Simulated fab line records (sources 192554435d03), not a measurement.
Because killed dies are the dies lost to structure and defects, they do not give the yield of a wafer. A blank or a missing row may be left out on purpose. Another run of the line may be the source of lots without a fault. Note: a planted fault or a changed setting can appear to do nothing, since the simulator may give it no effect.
fab line records | flow n5Finfet
record: lots: 7 wafers: 21 lastDay: 18
route steps=1938 shown HKMG_FIN@390 PASSIVATION@1936
lots that met no fault: from a run of the same line without faults
startH: the number of hours between the record's first day and the start of the first shown wafer of the lot | waitH: hours elapsed since this lot's preceding step | " repeats the value in the row above | L1.1+2: several wafers, shown together as one row | - no value, or no start was given | * or withheld: withheld | < > ~ a bound
route shown NAME@n: names a module that has steps shown in the file, with the first one's number in the route | usual: mean/standard deviation taken from wafers without a fault | same: alike in all rows | chamber/n: place in a boat | sites: readings site by site | _std_site: their standard deviation | _edge_site: outer sites' mean less inner sites' | radiusMm: how far each site lies from the wafer's centre | mask NAME#n: copy n | behind: tool/chamber where the wafer was last shaped | hold: the reason the lot was held/the length of the hold in hours/how it ended | device: which transistor (n, p or np) failed to switch | end of line: the same wafers' tests at the end of the route | for a step that has no rows: nothing shown but its recipe | killed: dies that structure and defects cost at the first sort, which is not the same as the wafer's yield | map: a wafer's dies, x killed, . not, _ none there
set.NAME: the setting as run; set.NAME@STEP: as run at that earlier step | model.NAME: the simulator's own value behind a step, which no gauge read
lots at selected steps of the route; one table per step, one row per wafer
services: from which hour (startH, from the record's first day; less than 0 if before it) a tool's chamber was out of use, for how many hours, and why
== steps ==
step: N5_HKMG_FIN_COAT_41
recipe: resist: SOC tempC: 250 timeS: 60 spinRpm: 1500 resistThkNm: 300
step: N5_HKMG_FIN_COAT_42
recipe: resist: SiARC tempC: 220 timeS: 60 spinRpm: 1500 resistThkNm: 35
step: N5_HKMG_FIN_COAT_43
recipe: resist: CAR-ArF spinRpm: 1500 resistThkNm: 90
step: N5_HKMG_FIN_EBR_45
recipe: solvent: PGMEA ebrWidthMm: 1.5
step: N5_HKMG_FIN_SOFTBAKE_44
recipe: tempC: 110 timeS: 60 resist: CAR-ArF
step: N5_HKMG_FIN_EXPOSE_46
recipe: maskId: NDIPOLE na: 1.35 sourceShape: conventional sigmaOuter: 0.8 polarization: unpolarized doseMj: 40
step: N5_HKMG_FIN_PEB_47
recipe: pebTempC: withheld pebTimeS: 60 resist: CAR-ArF
step: N5_HKMG_FIN_DEVELOP_48
recipe: developTimeS: 30 developer: TMAH resist: CAR-ArF rinseLiquid: diw dry: airSpin devTempC: 23
step: N5_HKMG_FIN_CD_MEAS_49
recipe: targetCdNm: 202 landingEnergyEv: 500 detector: seInlens polarity: opening
usual: cdNm: 202.2/0.66
columns lot.wafer tool chamber startH waitH cdNm
L522.1 cdSem-01 0 101.30 - 202.3
L522.3 " 0 " " 202.3
L522.5 " 0 " " 203.7
L524.2 cdSem-03 0 110.49 - 202.8
L524.4 " 0 " " 202.4
L524.6 " 0 " " 201.6
L529.1 cdSem-02 0 138.23 - 202.9
L529.3 " 0 " " 202.4
L529.4 " 0 " " 203.2
L530.2 cdSem-03 0 150.44 - 202.6
L530.4 " 0 " " 202.1
L530.6 " 0 " " 202.5
L534.1 cdSem-01 0 166.68 - 203.2
L534.2 " 0 " " 202.9
L534.5 " 0 " " 202.6
L539.1 cdSem-01 0 199.55 - 201.5
L539.3 " 0 " " 202.1
L539.4 " 0 " " 202.8
L540.3 cdSem-03 0 204.74 - 201.7
L540.4 " 0 " " 201.3
L540.6 " 0 " " 202.8
step: N5_HKMG_FIN_OVL_MEAS_50
recipe: pointsPerWafer: 44
usual: NDIPOLE_OVL: 0.4/0.74
columns lot.wafer tool chamber startH waitH NDIPOLE_OVL[nm]
L522.1 overlay-02 0 101.33 0.0 0.8
L522.3 " 0 " " 0.3
L522.5 " 0 " " 1.2
L524.2 overlay-02 0 110.52 0.0 -0.9
L524.4 " 0 " " -1.0
L524.6 " 0 " " -0.9
L529.1 overlay-01 0 138.26 0.0 1.1
L529.3 " 0 " " 0.1
L529.4 " 0 " " 0.8
L530.2 overlay-01 0 150.47 0.0 0.0
L530.4 " 0 " " 0.9
L530.6 " 0 " " 0.7
L534.1 overlay-02 0 166.72 0.0 0.3
L534.2 " 0 " " -0.2
L534.5 " 0 " " 0.0
L539.1 overlay-01 0 199.58 0.0 1.0
L539.3 " 0 " " 0.2
L539.4 " 0 " " 0.3
L540.3 overlay-01 0 204.76 0.0 -0.4
L540.4 " 0 " " 0.0
L540.6 " 0 " " 0.1
step: N5_HKMG_FIN_INSPECT_61
recipe: mode: adi inspectInstrument: macro
usual: rawDefectCount: 1.9/1.3
columns lot.wafer tool chamber startH waitH rawDefectCount
L522.1 defectInspect-01 - 101.36 0.0 6
L522.3 " - " " 3
L522.5 " - " " 4
L524.2 defectInspect-01 - 110.54 0.0 3
L524.4 " - " " 2
L524.6 " - " " 0
L529.1 defectInspect-01 - 138.29 0.0 3
L529.3 " - " " 2
L529.4 " - " " 2
L530.2 defectInspect-02 - 150.50 0.0 1
L530.4 " - " " 1
L530.6 " - " " 1
L534.1 defectInspect-01 - 166.74 0.0 1
L534.2 " - " " 1
L534.5 " - " " 2
L539.1 defectInspect-02 - 199.60 0.0 2
L539.3 " - " " 2
L539.4 " - " " 0
L540.3 defectInspect-01 - 204.79 0.0 1
L540.4 " - " " 1
L540.6 " - " " 0
step: N5_HKMG_FIN_DESCUM_53
recipe: chemistry: O2 timeS: 7.9 sourcePowerW: 50 biasPowerW: 20 pressureMtorr: 20 rfFrequencyHz: 2.712e+07 tempC: 40 resist: CAR-ArF o2FlowSccm: 225
usual: drypumpMotorCurrentA: 5.5/0.39 oesProductAu: 0.76/0.057 rfVppV: 243.2/1.4 showerheadPlenumPTorr: 2.09/0.075 throttleValvePct: 20.57/0.27
columns lot.wafer tool chamber startH waitH drypumpMotorCurrentA oesProductAu rfHoursCounterH rfVppV showerheadPlenumPTorr throttleValvePct
L522.1 rieDiel-02 3 101.57 0.2 5.1 0.76 155 242.7 2.20 20.94
L522.3 " 0 " " 6.1 0.79 127 241.6 2.01 20.24
L522.5 " 0 " " 6.2 0.80 - 240.6 2.01 20.23
L524.2 rieDiel-01 2 110.90 0.4 5.7 0.82 75 243.3 2.12 20.57
L524.4 " 1 " " 5.8 0.99 4 243.9 2.13 20.21
L524.6 " 2 " " 5.7 0.83 - 243.8 2.12 20.57
L529.1 rieDiel-02 2 138.32 0.0 5.3 0.73 190 241.2 1.99 20.93
L529.3 " 1 " " 5.2 0.78 131 244.7 2.11 20.51
L529.4 " 3 " " 5.1 0.75 166 243.6 2.19 20.93
L530.2 rieDiel-02 1 150.53 0.0 5.2 0.78 135 242.1 2.11 20.53
L530.4 " 2 " " 5.3 0.72 194 241.3 1.99 20.90
L530.6 " 0 " " 6.1 0.78 - 241.6 2.01 20.27
L534.1 rieDiel-02 2 167.06 0.3 5.3 0.72 200 243.5 1.99 20.91
L534.2 " 3 " " 5.1 0.75 177 245.5 2.19 20.97
L534.5 " 0 " " 6.1 0.77 - 239.9 2.01 20.28
L539.1 rieDiel-06 2 199.64 0.0 5.1 0.70 210 244.3 2.14 20.41
L539.3 " 0 " " 5.2 0.70 213 244.5 2.18 20.95
L539.4 " 3 " " 5.9 0.75 - 241.3 1.99 20.50
L540.3 rieDiel-01 3 204.82 0.0 5.7 0.74 195 244.2 2.07 20.59
L540.4 " 0 " " 5.8 0.83 80 243.0 2.11 20.52
L540.6 " 2 " " 5.7 0.80 - 244.0 2.11 20.61
step: N5_HKMG_FIN_ETCH_54
recipe: chemistry: CF4 target: SiARC targetDepthA: 455 maskMaterial: CAR-ArF timeS: 75.8 ionEnergyEv: 80 pressureMtorr: 40 sourceW: 545 biasW: 36 Ar_flow_sccm: 100 cf4FlowSccm: 100 ends: cleared
usual: biasW: 36.00/0.1 drypumpMotorCurrentA: 5.5/0.39 etchRfOnTimeS: 75.9/0.93 oesProductAu: 0.65/0.046 rfVppV: 184.1/1.2 showerheadPlenumPTorr: 2.14/0.065 throttleValvePct: 15.77/0.2
columns lot.wafer tool chamber startH waitH biasW drypumpMotorCurrentA etchRfOnTimeS oesProductAu rfHoursCounterH rfVppV showerheadPlenumPTorr throttleValvePct
L522.1 rieDiel-02 3 101.61 0.0 35.97 5.1 75.5 0.66 155 186.5 2.22 15.95
L522.3 " 0 " " 36.16 6.2 75.9 0.68 127 182.9 2.07 15.49
L522.5 " 0 " " 36.13 6.1 75.6 0.68 - 185.3 2.07 15.52
L524.2 rieDiel-01 2 110.94 0.0 36.05 5.7 75.1 0.71 75 184.4 2.16 15.68
L524.4 " 1 " " 36.06 5.7 75.3 0.83 4 183.8 2.19 15.46
L524.6 " 2 " " 36.10 5.6 75.9 0.71 - 184.8 2.17 15.67
L529.1 rieDiel-02 2 138.36 0.0 34.27 5.2 75.8 0.62 190 178.3 2.05 16.13
L529.3 " 1 " " 34.21 5.2 76.9 0.65 131 177.3 2.15 15.60
L529.4 " 3 " " 34.23 5.1 77.1 0.63 166 180.4 2.22 15.97
L530.2 rieDiel-02 1 150.57 0.0 34.22 5.2 76.7 0.65 135 177.8 2.15 15.62
L530.4 " 2 " " 34.31 5.3 76.0 0.62 194 177.1 2.05 16.12
L530.6 " 0 " " 34.24 6.1 77.0 0.65 - 175.5 2.06 15.53
L534.1 rieDiel-02 2 167.10 0.0 34.25 5.3 76.5 0.61 200 176.4 2.05 16.15
L534.2 " 3 " " 34.21 5.1 76.4 0.63 177 179.9 2.22 15.98
L534.5 " 0 " " 34.33 6.2 76.5 0.66 - 177.4 2.06 15.55
L539.1 rieDiel-06 2 199.67 0.0 36.05 5.1 76.7 0.59 210 184.2 2.21 15.78
L539.3 " 0 " " 35.86 5.2 77.9 0.60 213 183.8 2.21 16.04
L539.4 " 3 " " 35.99 5.9 75.4 0.63 - 183.6 2.06 15.80
L540.3 rieDiel-01 3 204.86 0.0 35.85 5.7 72.5 0.63 195 183.8 2.12 15.87
L540.4 " 0 " " 35.95 5.8 76.8 0.70 80 183.9 2.16 15.61
L540.6 " 2 " " 36.21 5.6 74.5 0.68 - 185.6 2.15 15.73
step: N5_HKMG_FIN_ETCH_55
recipe: chemistry: N2/H2 target: SOC targetDepthA: 2400 tempC: 40 timeS: 300 ionEnergyEv: 200 maskMaterial: SiARC pressureMtorr: 30 sourceW: 840 biasW: 150 n2FlowSccm: 200 h2FlowSccm: 200
usual: biasW: 150.0/0.43 drypumpMotorCurrentA: 5.5/0.39 n2FlowSccm: 200.1/0.58 oesProductAu: 0.76/0.055 rfVppV: 523.7/2.6 showerheadPlenumPTorr: 2.54/0.087 throttleValvePct: 17.99/0.23
columns lot.wafer tool chamber startH waitH biasW drypumpMotorCurrentA n2FlowSccm oesProductAu rfHoursCounterH rfVppV showerheadPlenumPTorr throttleValvePct
L522.1 rieDiel-02 3 101.66 0.0 150.2 5.1 200.9 0.75 155 528.0 2.66 18.37
L522.3 " 0 " " 150.1 6.2 200.1 0.79 127 521.1 2.45 17.72
L522.5 " 0 " " 149.5 6.1 199.9 0.79 - 522.3 2.45 17.71
L524.2 rieDiel-01 2 110.99 0.0 149.8 5.6 201.0 0.83 75 526.3 2.57 18.01
L524.4 " 1 " " 150.2 5.8 199.8 0.99 4 527.0 2.59 17.54
L524.6 " 2 " " 150.7 5.7 199.8 0.83 - 524.9 2.57 18.02
L529.1 rieDiel-02 2 138.41 0.0 149.5 5.3 200.5 0.73 190 520.0 2.41 18.26
L529.3 " 1 " " 150.4 5.3 199.5 0.77 131 523.7 2.56 17.82
L529.4 " 3 " " 149.9 5.1 200.8 0.75 166 526.6 2.66 18.39
L530.2 rieDiel-02 1 150.62 0.0 150.1 5.2 199.8 0.76 135 524.9 2.56 17.82
L530.4 " 2 " " 149.8 5.3 200.0 0.72 194 519.6 2.41 18.27
L530.6 " 0 " " 149.6 6.2 199.5 0.78 - 520.2 2.44 17.74
L534.1 rieDiel-02 2 167.15 0.0 149.9 5.3 200.4 0.71 200 519.5 2.40 18.25
L534.2 " 3 " " 150.2 5.1 200.5 0.73 177 527.5 2.65 18.40
L534.5 " 0 " " 150.3 6.2 200.6 0.76 - 521.3 2.44 17.75
L539.1 rieDiel-06 2 199.73 0.0 149.5 5.1 199.9 0.69 211 525.8 2.62 17.93
L539.3 " 0 " " 150.8 5.2 200.4 0.70 213 527.3 2.61 18.12
L539.4 " 3 " " 149.9 5.9 200.8 0.74 - 520.2 2.44 18.09
L540.3 rieDiel-01 3 204.91 0.0 149.8 5.7 200.6 0.75 195 524.5 2.52 18.01
L540.4 " 0 " " 150.5 5.8 199.5 0.81 80 524.5 2.57 17.92
L540.6 " 2 " " 150.5 5.7 199.9 0.79 - 525.1 2.56 18.07
step: N5_PASSIVATION_PROBE_49
usual: killed_at_M0_to_M3: 35/12 killed_at_M4_up: 13/5.8 killedAtContacts: 12/5.5 killedAtFrontEnd: 36/9.9 killedAtOther: 4/3.7 killedDies: 101/18 killedOpen: 66/13 killedShort: 33/8
same: grossDies: 1180 killedAtBackSide: 0
columns lot.wafer tool chamber startH waitH killed_at_M0_to_M3 killed_at_M4_up killedAtContacts killedAtFrontEnd killedAtOther killedDies killedOpen killedShort
L522.1 prober-02 - 308.10 0.0 51 13 11 46 1 122 77 40
L522.3 prober-02 - 308.20 0.1 39 9 6 44 5 103 63 38
L522.5 prober-02 - 308.30 0.2 36 14 7 35 7 99 63 34
L534.1 prober-02 - 377.08 0.0 19 7 12 44 9 91 57 25
L534.2 prober-02 - 377.13 0.1 27 8 17 30 20 102 67 33
L534.5 prober-02 - 377.28 0.2 33 6 17 27 14 97 52 43
killed by level:class
L522.1 BEOL_M0_SAQP:geometricParticle:short=19 BEOL_M0_SAQP:geometricParticle:open=18 FIN_SAQP:geometricParticle:open=12 STI_FIN_REVEAL:geometricParticle:open=9 MOL_CONTACT_COAG:geometricParticle:open=7 FIN_SAQP:geometricParticle:short=5 BEOL_M4:geometricParticle:open=5 MOL_CONTACT_COAG:geometricParticle:short=4
L522.3 BEOL_M0_SAQP:geometricParticle:short=14 STI_FIN_REVEAL:geometricParticle:open=13 FIN_SAQP:geometricParticle:short=9 BEOL_M3:geometricParticle:open=9 FIN_SAQP:geometricParticle:open=8 BEOL_M0_SAQP:geometricParticle:open=7 BEOL_M1:geometricParticle:open=7 MOL_CONTACT_COAG:geometricParticle:open=5
L522.5 BEOL_M0_SAQP:geometricParticle:open=12 BEOL_M0_SAQP:geometricParticle:short=11 FIN_SAQP:geometricParticle:open=9 FIN_SAQP:geometricParticle:short=6 DUMMY_GATE:geometricParticle:open=6 MOL_CONTACT_COAG:geometricParticle:open=6 BEOL_M5:geometricParticle:open=4 MIM_BOT:geometricParticle:short=4
L534.1 MOL_CONTACT_COAG:geometricParticle:open=10 STI_FIN_REVEAL:geometricParticle:open=9 HKMG_FIN:areaEtch=9 FIN_SAQP:geometricParticle:open=7 FIN_SAQP:geometricParticle:short=6 BEOL_M0_SAQP:geometricParticle:open=5 MIM_BOT:geometricParticle:short=5 BEOL_M0_SAQP:geometricParticle:short=4
L534.2 MOL_CONTACT_COAG:geometricParticle:open=13 BEOL_M3:geometricParticle:open=9 BEOL_M2:geometricParticle:open=8 STI_FIN_REVEAL:geometricParticle:open=6 FIN_SAQP:geometricParticle:open=5 BEOL_M0_SAQP:geometricParticle:open=5 FIN_SAQP:geometricParticle:short=4 PASS1_CAP:geometricParticle:short=4
L534.5 MOL_CONTACT_COAG:geometricParticle:open=14 BEOL_M3:geometricParticle:open=8 BEOL_M0_SAQP:geometricParticle:short=7 MIM_BOT:geometricParticle:short=7 BEOL_M0_SAQP:geometricParticle:open=6 FIN_SAQP:geometricParticle:short=5 ILD0:geometricParticle:short=5 BEOL_M3:geometricParticle:short=5
== services ==
columns tool chamber startH hours kind
rieDiel-01 2 84.59 4.7 repair
rieDiel-02 0 92.12 4.1 repair
rieDiel-06 3 93.50 2.2 repair
rieDiel-06 1 144.17 - clean
rieDiel-06 1 144.17 - consumableReplace:focusRing
rieDiel-06 1 144.17 14.5 scheduledDown
rieDiel-06 1 144.17 14.5 ventCycle
rieDiel-02 2 173.19 5.9 repair
rieDiel-06 1 176.21 35.1 repair
rieDiel-02 - 182.74 0.5 repair
rieDiel-02 2 192.53 6.0 repair
== key ==
firstSign: step: N5_HKMG_FIN_ETCH_54 reading: biasW direction: down sigmas: 17 usual: * struck: *
effect: step: N5_HKMG_FIN_ETCH_54 reading: rfVppV direction: down sigmas: 5.3 usual: 184.1 struck: 177.8
metAt N5_HKMG_FIN_ETCH_54
struckWafers L529.1,L529.3,L529.4,L530.2,L530.4,L530.6,L534.1,L534.2,L534.5
testerLeftOut L529,L530,L534
onsetBetween 101.61 138.36
fault: kind: processParameterDrift tool: rieDiel-02 chamber: - onsetH: 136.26 steps: N5_HKMG_FIN_ETCH_54 channel: biasW offset: * shape: step endH: 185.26 actsIn: * stated: *
testerLeftOut: of these lots the tester's yield and bins aren't shown, on N5 and GAA mostly nor the transistor test; their killed dies are dies lost to structure and defects alone, not to doping, threshold or leakage, so they don't give the yield
